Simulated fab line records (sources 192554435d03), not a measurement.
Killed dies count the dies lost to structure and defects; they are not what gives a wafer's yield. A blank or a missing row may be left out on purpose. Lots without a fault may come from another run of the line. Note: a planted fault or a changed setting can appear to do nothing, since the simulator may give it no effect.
Which tool is to blame? / flow n5Finfet / 12 lots with 36 wafers sampled at 2 steps, on a route of 1938 steps

## WHAT THE GAUGES READ, wafer by wafer
N5_BEOL_M8_CD_MEAS_28: target cd 40 nm.
lot=L075; measured=day 9 12:16; on=cdSem-03; cdNm (nm)=40.10 39.93 39.90
lot=L077; measured=day 10 00:11; on=cdSem-03; cdNm (nm)=40.07 40.34 40.03
lot=L080; measured=day 11 03:41; on=cdSem-01; cdNm (nm)=39.73 40.16 40.19
lot=L079; measured=day 11 05:42; on=cdSem-03; cdNm (nm)=40.23 40.06 40.28
lot=L083; measured=day 11 13:11; on=cdSem-01; cdNm (nm)=40.51 39.49 39.75
lot=L086; measured=day 12 14:50; on=cdSem-03; cdNm (nm)=39.59 39.77 39.63
lot=L089; measured=day 13 00:40; on=cdSem-02; cdNm (nm)=39.48 39.85 39.76
lot=L088; measured=day 13 02:47; on=cdSem-02; cdNm (nm)=40.11 39.61 40.09
lot=L093; measured=day 13 20:26; on=cdSem-03; cdNm (nm)=39.76 40.06 39.74
lot=L092; measured=day 14 02:23; on=cdSem-03; cdNm (nm)=39.68 40.45 39.84
lot=L097; measured=day 15 04:53; on=cdSem-03; cdNm (nm)=39.77 39.74 39.84
lot=L096; measured=day 15 06:53; on=cdSem-02; cdNm (nm)=40.13 40.01 40.52

## EACH LOT AND THE TOOL THAT RAN IT (in order: tool; ch and the chambers of the sampled wafers; start)
lot=L075; N5_BEOL_M8_HM_OPEN_17=rieMetal-03 ch 0,1, day 9 09:46
lot=L077; N5_BEOL_M8_HM_OPEN_17=rieMetal-02 ch 1, day 9 21:25
lot=L080; N5_BEOL_M8_HM_OPEN_17=rieMetal-02 ch 0,1, day 11 02:03
lot=L079; N5_BEOL_M8_HM_OPEN_17=rieMetal-02 ch 0,1, day 11 05:13
lot=L083; N5_BEOL_M8_HM_OPEN_17=rieMetal-03 ch 0,1, day 11 11:07
lot=L086; N5_BEOL_M8_HM_OPEN_17=rieMetal-02 ch 0, day 12 13:41
lot=L089; N5_BEOL_M8_HM_OPEN_17=rieMetal-03 ch 0,1, day 12 21:22
lot=L088; N5_BEOL_M8_HM_OPEN_17=rieMetal-02 ch 0,1, day 13 02:04
lot=L093; N5_BEOL_M8_HM_OPEN_17=rieMetal-01 ch 0,1, day 13 19:46
lot=L092; N5_BEOL_M8_HM_OPEN_17=rieMetal-02 ch 0,1, day 14 01:47
lot=L097; N5_BEOL_M8_HM_OPEN_17=rieMetal-03 ch 0,1, day 15 02:28
lot=L096; N5_BEOL_M8_HM_OPEN_17=rieMetal-02 ch 0,1, day 15 06:03
- N5_BEOL_M8_HM_OPEN_17: chemistry Cl2/BCl3, target TiN, target depth 20 nm, overetch 6 nm.

## THE ANSWER, worked out from the rows above alone
Rule: the lots themselves supply what counts as usual. Put in order of their means at a reading, lots are off if they are a third of the lots or fewer, leave a main group of 4 or more, and stand apart from it by a gap of 3 or more times the standard deviation of the main group's means; of several such gaps the widest counts. A main group is skipped when, at the precision printed for the reading in the tables above, its means are all equal. A lot without any number at a reading at which 4 lots or more have one is off too. All remaining lots with rows at the step are treated as sound.
Nothing can be told from this: no lot is off at any reading shown.

## WHAT HAD BEEN PUT IN BY THE SIMULATOR
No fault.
